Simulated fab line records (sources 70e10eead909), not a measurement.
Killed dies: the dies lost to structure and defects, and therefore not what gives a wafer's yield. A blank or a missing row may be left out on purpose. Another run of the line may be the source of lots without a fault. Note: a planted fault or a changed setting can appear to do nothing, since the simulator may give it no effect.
Chamber matching :: flow nand harc :: 3 sister chambers for NHARC_A_STAIRCASE_DEP_325 on pecvd-04
The step deposits SiO2, target thk 7200 nm. 3 wafers are shown with their chamber, then 8 later ones without.

== WAFERS, EACH WITH ITS CHAMBER ==
wafer: L086.5
chamber: 2
heater power w (W): 629

wafer: L086.6
chamber: 0
heater power w (W): 660

wafer: L090.4
chamber: 1
heater power w (W): 458

== WAFERS WITHOUT THEIR CHAMBER ==
wafer: L090.5
heater power w (W): 669

wafer: L090.6
heater power w (W): 623

wafer: L092.1
heater power w (W): 672

wafer: L092.4
heater power w (W): 465

wafer: L092.5
heater power w (W): 677

wafer: L095.4
heater power w (W): 659

wafer: L095.5
heater power w (W): 468

wafer: L095.6
heater power w (W): 633

== WHICH CHAMBER EACH WENT THROUGH ==
wafer: L090.5
from the rows above: 0
in truth: 0

wafer: L090.6
from the rows above: 2
in truth: 2

wafer: L092.1
from the rows above: 0
in truth: 0

wafer: L092.4
from the rows above: 1
in truth: 1

wafer: L092.5
from the rows above: 0
in truth: 0

wafer: L095.4
from the rows above: 0
in truth: 0

wafer: L095.5
from the rows above: 1
in truth: 1

wafer: L095.6
from the rows above: 2
in truth: 2
Correctly placed: 8 of 8. Left unplaced by these rows: 0. Number placed wrongly: 0.
How it was worked out, from the rows above alone: a wafer's distance from a chamber is the root of the sum, over the readings, of the square of ((its reading less the chamber's mean) divided by the reading's scatter). The wafer belongs to the nearest chamber; if the next one is less than 2 further off, it can't be placed. For every chamber, the mean is computed from those of its wafers that are shown. The scatter: root of mean squared gap, hidden wafer to nearest shown wafer, with one shown wafer a chamber.
